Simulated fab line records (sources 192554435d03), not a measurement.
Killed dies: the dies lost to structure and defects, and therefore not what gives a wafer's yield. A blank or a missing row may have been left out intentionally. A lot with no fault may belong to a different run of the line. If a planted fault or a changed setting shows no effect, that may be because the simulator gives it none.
fab line records / flow n5_finfet
record lots=5 wafers=14 last_day=18
route steps=1938 shown BEOL_M15@1811
lots with no fault: from the same line, run without faults
start_h: start of the lot's first displayed wafer, in hours after the record's first day / wait_h: hours since the lot's step before / " unchanged from the row above / L1.1+2: a single row standing in for several wafers / - either no value or no given start / * or withheld: withheld / < > ~ a bound
route shown NAME@n: NAME is a module with steps in the file, n the number in the route of the first one / usual: mean/standard deviation of fault-free wafers / same: alike in all rows / chamber/n: place in a boat / sites: each site's reading / _std_site: the standard deviation of these / _edge_site: outer sites' mean less inner sites' / radius_mm: how far each site lies from the wafer's centre / mask NAME#n: copy n / behind: the most recent tool/chamber to have shaped the wafer / hold: reason for holding the lot/hours on hold/outcome of the hold / device: transistor that didn't switch, given as n, p or np / end of line: tests of these same wafers at the route's end / step lacking rows: just its recipe / killed: dies lost to structure and defects at the first sort, not the wafer's yield / map: the dies of a wafer, with x for killed, . for not killed, _ for no die there
set.NAME: setting as actually run; set.NAME@STEP: the setting as run at that earlier step / model.NAME: the simulator's own value behind a step, which no gauge read
lots at some steps of the route; a table a step, a row a wafer
services: when a tool's chamber went out of use (start_h, in hours from the record's first day, below 0 if earlier), for how many hours, and the reason
## steps
# step N5_BEOL_M15_STRIP_36
# recipe chemistry=O2 power_w=600 temp_c=60 pressure_mtorr=30 rf_frequency_hz=6e+07 bias_power_w=0 overash_fraction=0.3 o2_flow_sccm=225
# step N5_BEOL_M15_STRIP_62
# recipe chemistry=O2 power_w=600 temp_c=60 pressure_mtorr=30 rf_frequency_hz=6e+07 bias_power_w=0 overash_fraction=0.3 o2_flow_sccm=225
# step N5_BEOL_M15_STRIP_37
# recipe chemistry=O2 power_w=600 temp_c=60 pressure_mtorr=30 rf_frequency_hz=6e+07 bias_power_w=0 overash_fraction=0.3 o2_flow_sccm=225
# usual drypump_motor_current_A=5.8/0.71 oes_product_au=0.78/0.095 rf_vpp_V=3.7/0.6 showerhead_plenum_p_Torr=2.10/0.085 throttle_valve_pct=16.69/0.24
lot.wafer=L874.2 tool=rie_diel-05 chamber=3 start_h=- wait_h=- drypump_motor_current_A=4.9 oes_product_au=0.89 rf_hours_counter_h=37 rf_vpp_V=4.0 showerhead_plenum_p_Torr=2.23 throttle_valve_pct=16.67
lot.wafer=L874.4 tool=rie_diel-05 chamber=0 start_h=- wait_h=- drypump_motor_current_A=6.7 oes_product_au=0.67 rf_hours_counter_h=224 rf_vpp_V=5.1 showerhead_plenum_p_Torr=1.97 throttle_valve_pct=17.06
lot.wafer=L874.6 tool=rie_diel-05 chamber=0 start_h=- wait_h=- drypump_motor_current_A=6.7 oes_product_au=0.68 rf_hours_counter_h=- rf_vpp_V=4.9 showerhead_plenum_p_Torr=1.97 throttle_valve_pct=17.05
lot.wafer=L875.1 tool=rie_diel-05 chamber=1 start_h=- wait_h=- drypump_motor_current_A=6.7 oes_product_au=0.71 rf_hours_counter_h=183 rf_vpp_V=3.5 showerhead_plenum_p_Torr=1.98 throttle_valve_pct=16.75
lot.wafer=L875.3 tool=rie_diel-05 chamber=2 start_h=- wait_h=- drypump_motor_current_A=5.3 oes_product_au=0.70 rf_hours_counter_h=226 rf_vpp_V=2.6 showerhead_plenum_p_Torr=2.15 throttle_valve_pct=16.71
lot.wafer=L875.6 tool=rie_diel-05 chamber=0 start_h=- wait_h=- drypump_motor_current_A=6.7 oes_product_au=0.67 rf_hours_counter_h=- rf_vpp_V=4.1 showerhead_plenum_p_Torr=1.97 throttle_valve_pct=17.06
lot.wafer=L879.3 tool=rie_diel-06 chamber=2 start_h=- wait_h=- drypump_motor_current_A=6.5 oes_product_au=0.87 rf_hours_counter_h=27 rf_vpp_V=4.0 showerhead_plenum_p_Torr=2.05 throttle_valve_pct=16.27
lot.wafer=L879.4 tool=rie_diel-06 chamber=1 start_h=- wait_h=- drypump_motor_current_A=5.4 oes_product_au=0.71 rf_hours_counter_h=209 rf_vpp_V=2.5 showerhead_plenum_p_Torr=2.08 throttle_valve_pct=16.84
lot.wafer=L879.5 tool=rie_diel-06 chamber=3 start_h=- wait_h=- drypump_motor_current_A=5.5 oes_product_au=0.72 rf_hours_counter_h=- rf_vpp_V=3.7 showerhead_plenum_p_Torr=2.06 throttle_valve_pct=16.71
lot.wafer=L884.3 tool=rie_diel-05 chamber=2 start_h=- wait_h=- drypump_motor_current_A=5.3 oes_product_au=0.68 rf_hours_counter_h=235 rf_vpp_V=3.3 showerhead_plenum_p_Torr=2.14 throttle_valve_pct=16.76
lot.wafer=L884.5 tool=rie_diel-05 chamber=2 start_h=- wait_h=- drypump_motor_current_A=5.3 oes_product_au=0.68 rf_hours_counter_h=- rf_vpp_V=3.3 showerhead_plenum_p_Torr=2.14 throttle_valve_pct=16.75
lot.wafer=L884.6 tool=rie_diel-05 chamber=1 start_h=- wait_h=- drypump_motor_current_A=6.7 oes_product_au=0.70 rf_hours_counter_h=- rf_vpp_V=3.1 showerhead_plenum_p_Torr=1.98 throttle_valve_pct=16.77
lot.wafer=L896.2 tool=rie_diel-06 chamber=0 start_h=- wait_h=- drypump_motor_current_A=6.4 oes_product_au=0.77 rf_hours_counter_h=134 rf_vpp_V=4.5 showerhead_plenum_p_Torr=2.18 throttle_valve_pct=16.51
lot.wafer=L896.6 tool=rie_diel-06 chamber=0 start_h=- wait_h=- drypump_motor_current_A=6.4 oes_product_au=0.76 rf_hours_counter_h=- rf_vpp_V=4.5 showerhead_plenum_p_Torr=2.18 throttle_valve_pct=16.48
# step N5_BEOL_M15_ETCH_38
# recipe chemistry=CF4/N2 target=SiCN target_depth_a=1064 taper_deg=2 time_s=120.5 ion_energy_ev=150 mask_material=SiO2 pressure_mtorr=40 source_w=430 bias_w=70 Ar_flow_sccm=100 cf4_flow_sccm=60 n2_flow_sccm=60
# step N5_BEOL_M15_PRECLEAN_39
# recipe chemistry=residue_remover time_s=60 temp_c=40
# step N5_BEOL_M15_SRD_40
# recipe time_s=30 temp_c=23 rinse_liquid=diw dry=n2_spin spin_rpm=1500 dry_time_s=30
# step N5_BEOL_M15_DEGAS_41
# recipe ambient=vacuum temp_c=300 time_s=60
# step N5_BEOL_M15_PRE_CLEAN_42
# recipe gas=H2/He time_s=30 temp_c=300
# usual heater_power_w=473/26
lot.wafer=L874.2 tool=pvd_sputter-03 chamber=- start_h=235.51 wait_h=0.0 heater_power_w=462
lot.wafer=L874.4 tool=pvd_sputter-03 chamber=- start_h=235.51 wait_h=0.0 heater_power_w=502
lot.wafer=L874.6 tool=pvd_sputter-03 chamber=- start_h=235.51 wait_h=0.0 heater_power_w=489
lot.wafer=L875.1 tool=pvd_sputter-02 chamber=- start_h=242.90 wait_h=0.0 heater_power_w=479
lot.wafer=L875.3 tool=pvd_sputter-02 chamber=- start_h=242.90 wait_h=0.0 heater_power_w=444
lot.wafer=L875.6 tool=pvd_sputter-02 chamber=- start_h=242.90 wait_h=0.0 heater_power_w=438
lot.wafer=L879.3 tool=pvd_sputter-03 chamber=- start_h=255.76 wait_h=0.0 heater_power_w=493
lot.wafer=L879.4 tool=pvd_sputter-03 chamber=- start_h=255.76 wait_h=0.0 heater_power_w=499
lot.wafer=L879.5 tool=pvd_sputter-03 chamber=- start_h=255.76 wait_h=0.0 heater_power_w=511
lot.wafer=L884.3 tool=pvd_sputter-02 chamber=- start_h=278.31 wait_h=0.0 heater_power_w=442
lot.wafer=L884.5 tool=pvd_sputter-02 chamber=- start_h=278.31 wait_h=0.0 heater_power_w=458
lot.wafer=L884.6 tool=pvd_sputter-02 chamber=- start_h=278.31 wait_h=0.0 heater_power_w=488
lot.wafer=L896.2 tool=pvd_sputter-03 chamber=- start_h=415.81 wait_h=0.0 heater_power_w=461
lot.wafer=L896.6 tool=pvd_sputter-03 chamber=- start_h=415.81 wait_h=0.0 heater_power_w=459
# step N5_BEOL_M15_SPUTTER_43
# recipe material=TaN target_thk_a=150 temp_c=50 bias_v=168.6 power_w=15000 chamber_pressure_pa=0.12 time_s=24.19
# step N5_BEOL_M15_SPUTTER_44
# recipe material=Ta target_thk_a=150 temp_c=50 bias_v=80 power_w=15000 chamber_pressure_pa=0.07 time_s=24.19
# usual cathode_dc_power_W=15000/2.5 chamber_pressure_pa=0.07002/0.00014 throttle_valve_pct=29.7/1.1
lot.wafer=L874.2 tool=pvd_sputter-03 chamber=- start_h=235.63 wait_h=0.0 cathode_dc_power_W=15002 chamber_pressure_pa=0.07005 throttle_valve_pct=31.2
lot.wafer=L874.4 tool=pvd_sputter-03 chamber=- start_h=235.63 wait_h=0.0 cathode_dc_power_W=15002 chamber_pressure_pa=0.06992 throttle_valve_pct=28.2
lot.wafer=L874.6 tool=pvd_sputter-03 chamber=- start_h=235.63 wait_h=0.0 cathode_dc_power_W=14993 chamber_pressure_pa=0.07007 throttle_valve_pct=28.5
lot.wafer=L875.1 tool=pvd_sputter-02 chamber=- start_h=243.02 wait_h=0.0 cathode_dc_power_W=15000 chamber_pressure_pa=0.06988 throttle_valve_pct=29.2
lot.wafer=L875.3 tool=pvd_sputter-02 chamber=- start_h=243.02 wait_h=0.0 cathode_dc_power_W=15002 chamber_pressure_pa=0.06986 throttle_valve_pct=29.0
lot.wafer=L875.6 tool=pvd_sputter-02 chamber=- start_h=243.02 wait_h=0.0 cathode_dc_power_W=14998 chamber_pressure_pa=0.06967 throttle_valve_pct=30.4
lot.wafer=L879.3 tool=pvd_sputter-03 chamber=- start_h=255.88 wait_h=0.0 cathode_dc_power_W=14999 chamber_pressure_pa=0.07004 throttle_valve_pct=28.7
lot.wafer=L879.4 tool=pvd_sputter-03 chamber=- start_h=255.88 wait_h=0.0 cathode_dc_power_W=14999 chamber_pressure_pa=0.07004 throttle_valve_pct=28.2
lot.wafer=L879.5 tool=pvd_sputter-03 chamber=- start_h=255.88 wait_h=0.0 cathode_dc_power_W=15001 chamber_pressure_pa=0.07007 throttle_valve_pct=28.3
lot.wafer=L884.3 tool=pvd_sputter-02 chamber=- start_h=278.43 wait_h=0.0 cathode_dc_power_W=15002 chamber_pressure_pa=0.06991 throttle_valve_pct=29.1
lot.wafer=L884.5 tool=pvd_sputter-02 chamber=- start_h=278.43 wait_h=0.0 cathode_dc_power_W=15002 chamber_pressure_pa=0.07015 throttle_valve_pct=28.6
lot.wafer=L884.6 tool=pvd_sputter-02 chamber=- start_h=278.43 wait_h=0.0 cathode_dc_power_W=14999 chamber_pressure_pa=0.06995 throttle_valve_pct=29.5
lot.wafer=L896.2 tool=pvd_sputter-03 chamber=- start_h=415.93 wait_h=0.0 cathode_dc_power_W=15002 chamber_pressure_pa=0.07018 throttle_valve_pct=31.5
lot.wafer=L896.6 tool=pvd_sputter-03 chamber=- start_h=415.93 wait_h=0.0 cathode_dc_power_W=15001 chamber_pressure_pa=0.07015 throttle_valve_pct=31.3
# step N5_BEOL_M15_SPUTTER_45
# recipe material=Cu target_thk_a=1000 temp_c=-20 bias_v=60 power_w=26000 chamber_pressure_pa=0.13 time_s=16.67
# usual cathode_dc_power_W=26000/4.6 chamber_pressure_pa=0.13003/0.00028 throttle_valve_pct=29.7/1.1
lot.wafer=L874.2 tool=pvd_sputter-03 chamber=- start_h=235.71 wait_h=0.0 cathode_dc_power_W=25999 chamber_pressure_pa=0.12998 throttle_valve_pct=31.2
lot.wafer=L874.4 tool=pvd_sputter-03 chamber=- start_h=235.71 wait_h=0.0 cathode_dc_power_W=26005 chamber_pressure_pa=0.12976 throttle_valve_pct=28.2
lot.wafer=L874.6 tool=pvd_sputter-03 chamber=- start_h=235.71 wait_h=0.0 cathode_dc_power_W=25999 chamber_pressure_pa=0.12983 throttle_valve_pct=28.5
lot.wafer=L875.1 tool=pvd_sputter-02 chamber=- start_h=243.10 wait_h=0.0 cathode_dc_power_W=26000 chamber_pressure_pa=0.13002 throttle_valve_pct=29.1
lot.wafer=L875.3 tool=pvd_sputter-02 chamber=- start_h=243.10 wait_h=0.0 cathode_dc_power_W=25999 chamber_pressure_pa=0.12987 throttle_valve_pct=28.9
lot.wafer=L875.6 tool=pvd_sputter-02 chamber=- start_h=243.10 wait_h=0.0 cathode_dc_power_W=25998 chamber_pressure_pa=0.13024 throttle_valve_pct=30.6
lot.wafer=L879.3 tool=pvd_sputter-03 chamber=- start_h=255.96 wait_h=0.0 cathode_dc_power_W=26002 chamber_pressure_pa=0.1304 throttle_valve_pct=29.1
lot.wafer=L879.4 tool=pvd_sputter-03 chamber=- start_h=255.96 wait_h=0.0 cathode_dc_power_W=25998 chamber_pressure_pa=0.13015 throttle_valve_pct=28.1
lot.wafer=L879.5 tool=pvd_sputter-03 chamber=- start_h=255.96 wait_h=0.0 cathode_dc_power_W=25997 chamber_pressure_pa=0.12979 throttle_valve_pct=28.3
lot.wafer=L884.3 tool=pvd_sputter-02 chamber=- start_h=278.51 wait_h=0.0 cathode_dc_power_W=26007 chamber_pressure_pa=0.13008 throttle_valve_pct=29.1
lot.wafer=L884.5 tool=pvd_sputter-02 chamber=- start_h=278.51 wait_h=0.0 cathode_dc_power_W=26010 chamber_pressure_pa=0.13029 throttle_valve_pct=28.4
lot.wafer=L884.6 tool=pvd_sputter-02 chamber=- start_h=278.51 wait_h=0.0 cathode_dc_power_W=25997 chamber_pressure_pa=0.12982 throttle_valve_pct=29.2
lot.wafer=L896.2 tool=pvd_sputter-03 chamber=- start_h=416.01 wait_h=0.0 cathode_dc_power_W=25992 chamber_pressure_pa=0.12972 throttle_valve_pct=31.1
lot.wafer=L896.6 tool=pvd_sputter-03 chamber=- start_h=416.01 wait_h=0.0 cathode_dc_power_W=26003 chamber_pressure_pa=0.12985 throttle_valve_pct=31.0
# step N5_BEOL_M15_ECD_47
# recipe material=Cu target_thk_a=18600
lot.wafer=L874.2 tool=ecd_cu-02 chamber=1 start_h=235.82 wait_h=0.1 model.Cu_of_BEOL_M15_ECD_47.thk_nm=1838
lot.wafer=L874.4 tool=ecd_cu-02 chamber=0 start_h=235.82 wait_h=0.1 model.Cu_of_BEOL_M15_ECD_47.thk_nm=1840
lot.wafer=L874.6 tool=ecd_cu-02 chamber=1 start_h=235.82 wait_h=0.1 model.Cu_of_BEOL_M15_ECD_47.thk_nm=1868
lot.wafer=L875.1 tool=ecd_cu-01 chamber=0 start_h=243.22 wait_h=0.1 model.Cu_of_BEOL_M15_ECD_47.thk_nm=1842
lot.wafer=L875.3 tool=ecd_cu-01 chamber=1 start_h=243.22 wait_h=0.1 model.Cu_of_BEOL_M15_ECD_47.thk_nm=1864
lot.wafer=L875.6 tool=ecd_cu-01 chamber=1 start_h=243.22 wait_h=0.1 model.Cu_of_BEOL_M15_ECD_47.thk_nm=1849
lot.wafer=L879.3 tool=ecd_cu-01 chamber=0 start_h=256.15 wait_h=0.2 model.Cu_of_BEOL_M15_ECD_47.thk_nm=1860
lot.wafer=L879.4 tool=ecd_cu-01 chamber=1 start_h=256.15 wait_h=0.2 model.Cu_of_BEOL_M15_ECD_47.thk_nm=1895
lot.wafer=L879.5 tool=ecd_cu-01 chamber=1 start_h=256.15 wait_h=0.2 model.Cu_of_BEOL_M15_ECD_47.thk_nm=1883
lot.wafer=L884.3 tool=ecd_cu-02 chamber=0 start_h=278.70 wait_h=0.2 model.Cu_of_BEOL_M15_ECD_47.thk_nm=1852
lot.wafer=L884.5 tool=ecd_cu-02 chamber=1 start_h=278.70 wait_h=0.2 model.Cu_of_BEOL_M15_ECD_47.thk_nm=1841
lot.wafer=L884.6 tool=ecd_cu-02 chamber=0 start_h=278.70 wait_h=0.2 model.Cu_of_BEOL_M15_ECD_47.thk_nm=1851
lot.wafer=L896.2 tool=ecd_cu-02 chamber=0 start_h=416.14 wait_h=0.1 model.Cu_of_BEOL_M15_ECD_47.thk_nm=1890
lot.wafer=L896.6 tool=ecd_cu-02 chamber=1 start_h=416.14 wait_h=0.1 model.Cu_of_BEOL_M15_ECD_47.thk_nm=807.6
# step N5_BEOL_M15_ANNEAL_48
# recipe temp_c=225 time_s=90 ambient=N2
# usual wafer_temp_C_max=226.11/0.26
lot.wafer=L874.2 tool=rtp_anneal-01 chamber=0 start_h=236.11 wait_h=0.2 wafer_temp_C_max=226.00
lot.wafer=L874.4 tool=rtp_anneal-01 chamber=0 start_h=236.11 wait_h=0.2 wafer_temp_C_max=226.04
lot.wafer=L874.6 tool=rtp_anneal-01 chamber=0 start_h=236.11 wait_h=0.2 wafer_temp_C_max=225.76
lot.wafer=L875.1 tool=rtp_anneal-01 chamber=0 start_h=243.46 wait_h=0.2 wafer_temp_C_max=226.25
lot.wafer=L875.3 tool=rtp_anneal-01 chamber=0 start_h=243.46 wait_h=0.2 wafer_temp_C_max=226.40
lot.wafer=L875.6 tool=rtp_anneal-01 chamber=0 start_h=243.46 wait_h=0.2 wafer_temp_C_max=226.01
lot.wafer=L879.3 tool=rtp_anneal-01 chamber=0 start_h=256.41 wait_h=0.2 wafer_temp_C_max=225.64
lot.wafer=L879.4 tool=rtp_anneal-01 chamber=0 start_h=256.41 wait_h=0.2 wafer_temp_C_max=226.08
lot.wafer=L879.5 tool=rtp_anneal-01 chamber=0 start_h=256.41 wait_h=0.2 wafer_temp_C_max=225.87
lot.wafer=L884.3 tool=rtp_anneal-02 chamber=0 start_h=278.96 wait_h=0.2 wafer_temp_C_max=225.99
lot.wafer=L884.5 tool=rtp_anneal-02 chamber=0 start_h=278.96 wait_h=0.2 wafer_temp_C_max=226.16
lot.wafer=L884.6 tool=rtp_anneal-02 chamber=0 start_h=278.96 wait_h=0.2 wafer_temp_C_max=225.83
lot.wafer=L896.2 tool=rtp_anneal-02 chamber=0 start_h=416.43 wait_h=0.2 wafer_temp_C_max=225.66
lot.wafer=L896.6 tool=rtp_anneal-02 chamber=0 start_h=416.43 wait_h=0.2 wafer_temp_C_max=226.73
# step N5_BEOL_M15_CMP_49
# recipe stop_on=SiO2 t_overpolish_s=4.9 down_force_psi=2 platen_rpm=80 clearing_platen_down_force_psi=2 clearing_platen_rpm=80 post_cmp_clean=cu_alkaline target_thk_nm=850 clearing_platen_pad_velocity_m_s=1.5917 pad_velocity_m_s=1.5917
# usual clearing_platen_down_force_psi=2.000/0.0041 motor_current_A=8.2/0.9
lot.wafer=L874.4 tool=cmp-03 chamber=2 start_h=236.44 wait_h=0.2 clearing_platen_down_force_psi=1.995 motor_current_A=8.7 model.Cu_of_BEOL_M15_ECD_47.thk_nm=840.2
lot.wafer=L874.2 tool=cmp-03 chamber=3 start_h=236.44 wait_h=0.2 clearing_platen_down_force_psi=2.010 motor_current_A=8.9 model.Cu_of_BEOL_M15_ECD_47.thk_nm=836.8
lot.wafer=L874.6 tool=cmp-03 chamber=0 start_h=236.44 wait_h=0.2 clearing_platen_down_force_psi=1.998 motor_current_A=7.3 model.Cu_of_BEOL_M15_ECD_47.thk_nm=833.6
lot.wafer=L875.3 tool=cmp-01 chamber=2 start_h=243.84 wait_h=0.2 clearing_platen_down_force_psi=2.003 motor_current_A=9.0 model.Cu_of_BEOL_M15_ECD_47.thk_nm=823.2
lot.wafer=L875.1 tool=cmp-01 chamber=3 start_h=243.84 wait_h=0.2 clearing_platen_down_force_psi=1.999 motor_current_A=7.1 model.Cu_of_BEOL_M15_ECD_47.thk_nm=847
lot.wafer=L875.6 tool=cmp-01 chamber=0 start_h=243.84 wait_h=0.2 clearing_platen_down_force_psi=1.998 motor_current_A=7.6 model.Cu_of_BEOL_M15_ECD_47.thk_nm=850.2
lot.wafer=L879.4 tool=cmp-02 chamber=2 start_h=256.71 wait_h=0.2 clearing_platen_down_force_psi=1.998 motor_current_A=8.0 model.Cu_of_BEOL_M15_ECD_47.thk_nm=847.6
lot.wafer=L879.3 tool=cmp-02 chamber=0 start_h=256.71 wait_h=0.2 clearing_platen_down_force_psi=1.995 motor_current_A=6.5 model.Cu_of_BEOL_M15_ECD_47.thk_nm=851.4
lot.wafer=L879.5 tool=cmp-02 chamber=1 start_h=256.71 wait_h=0.2 clearing_platen_down_force_psi=1.993 motor_current_A=7.3 model.Cu_of_BEOL_M15_ECD_47.thk_nm=862.2
lot.wafer=L884.3 tool=cmp-01 chamber=3 start_h=279.28 wait_h=0.3 clearing_platen_down_force_psi=1.999 motor_current_A=6.7 model.Cu_of_BEOL_M15_ECD_47.thk_nm=823.4
lot.wafer=L884.5 tool=cmp-01 chamber=2 start_h=279.28 wait_h=0.3 clearing_platen_down_force_psi=2.000 motor_current_A=9.3 model.Cu_of_BEOL_M15_ECD_47.thk_nm=853.8
lot.wafer=L884.6 tool=cmp-01 chamber=3 start_h=279.28 wait_h=0.3 clearing_platen_down_force_psi=2.002 motor_current_A=6.8 model.Cu_of_BEOL_M15_ECD_47.thk_nm=828.4
lot.wafer=L896.2 tool=cmp-01 chamber=2 start_h=416.72 wait_h=0.2 clearing_platen_down_force_psi=2.000 motor_current_A=9.1 model.Cu_of_BEOL_M15_ECD_47.thk_nm=873
lot.wafer=L896.6 tool=cmp-01 chamber=2 start_h=416.72 wait_h=0.2 clearing_platen_down_force_psi=1.998 motor_current_A=9.0 model.Cu_of_BEOL_M15_ECD_47.thk_nm=807.6
# step N5_BEOL_M15_THK_MEAS_50
# recipe thk_meas_gauge=xrf reads=Cu_of_BEOL_M15_ECD_47
# usual M15_THK=848/17
lot.wafer=L874.2 tool=film_metro-02 chamber=- start_h=236.66 wait_h=- M15_THK[nm]=843
lot.wafer=L874.4 tool=film_metro-02 chamber=- start_h=236.66 wait_h=- M15_THK[nm]=845
lot.wafer=L874.6 tool=film_metro-02 chamber=- start_h=236.66 wait_h=- M15_THK[nm]=838
lot.wafer=L875.1 tool=film_metro-01 chamber=- start_h=244.07 wait_h=0.2 M15_THK[nm]=859
lot.wafer=L875.3 tool=film_metro-01 chamber=- start_h=244.07 wait_h=0.2 M15_THK[nm]=838
lot.wafer=L875.6 tool=film_metro-01 chamber=- start_h=244.07 wait_h=0.2 M15_THK[nm]=863
lot.wafer=L879.3 tool=film_metro-02 chamber=- start_h=256.97 wait_h=- M15_THK[nm]=854
lot.wafer=L879.4 tool=film_metro-02 chamber=- start_h=256.97 wait_h=- M15_THK[nm]=851
lot.wafer=L879.5 tool=film_metro-02 chamber=- start_h=256.97 wait_h=- M15_THK[nm]=862
lot.wafer=L884.3 tool=film_metro-01 chamber=- start_h=279.54 wait_h=- M15_THK[nm]=824
lot.wafer=L884.5 tool=film_metro-01 chamber=- start_h=279.54 wait_h=- M15_THK[nm]=849
lot.wafer=L884.6 tool=film_metro-01 chamber=- start_h=279.54 wait_h=- M15_THK[nm]=828
lot.wafer=L896.2 tool=film_metro-02 chamber=- start_h=416.98 wait_h=- M15_THK[nm]=866
lot.wafer=L896.6 tool=film_metro-02 chamber=- start_h=416.98 wait_h=- M15_THK[nm]=801
## services
tool=cmp-01 chamber=- start_h=224.40 hours=0.8 kind=repair
tool=ecd_cu-02 chamber=- start_h=229.66 hours=4.0 kind=pm
tool=cmp-01 chamber=- start_h=231.27 hours=3.5 kind=pm
tool=cmp-02 chamber=- start_h=234.08 hours=4.0 kind=pm
tool=cmp-01 chamber=- start_h=246.25 hours=7.9 kind=pm
tool=rie_diel-05 chamber=- start_h=253.99 hours=4.3 kind=pm
tool=cmp-03 chamber=- start_h=254.31 hours=4.0 kind=pm
tool=cmp-02 chamber=- start_h=278.02 hours=5.3 kind=pm
tool=cmp-03 chamber=- start_h=282.78 hours=8.0 kind=pm
tool=rie_diel-05 chamber=- start_h=284.08 hours=2.4 kind=repair
tool=rie_diel-05 chamber=- start_h=295.14 hours=2.8 kind=pm
tool=cmp-03 chamber=- start_h=297.70 hours=4.0 kind=repair
tool=cmp-02 chamber=- start_h=304.89 hours=2.2 kind=repair
tool=rie_diel-05 chamber=- start_h=320.91 hours=14.6 kind=pm
tool=cmp-01 chamber=- start_h=324.54 hours=0.5 kind=repair
tool=cmp-02 chamber=- start_h=329.54 hours=0.5 kind=repair
tool=rie_diel-05 chamber=0 start_h=348.78 hours=2.5 kind=repair
tool=rie_diel-06 chamber=3 start_h=349.43 hours=8.6 kind=repair
tool=rtp_anneal-01 chamber=- start_h=357.67 hours=0.8 kind=pm
tool=cmp-01 chamber=- start_h=359.39 hours=0.3 kind=repair
tool=cmp-03 chamber=- start_h=361.60 hours=1.2 kind=repair
tool=rie_diel-05 chamber=1 start_h=368.33 hours=8.1 kind=repair
tool=pvd_sputter-03 chamber=- start_h=381.99 hours=4.0 kind=repair
tool=cmp-01 chamber=- start_h=396.71 hours=2.3 kind=repair
## key
first_sign none at tools or gauges
model_effect step=N5_BEOL_M15_ECD_47 value=Cu_of_BEOL_M15_ECD_47.thk_nm without=1896 struck=807.6
model_effect step=N5_BEOL_M15_CMP_49 value=Cu_of_BEOL_M15_ECD_47.thk_nm without=862.8 struck=807.6
met_at N5_BEOL_M15_ECD_47
struck_wafers L896.6
onset_between 278.70 416.14
fault kind=process_parameter_drift tool=ecd_cu-02 chamber=- onset_h=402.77 steps=N5_BEOL_M15_ECD_47 channel=target_thk_a offset=* shape=step end_h=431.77 scope=struck_wafers_only acts_in=* stated=*
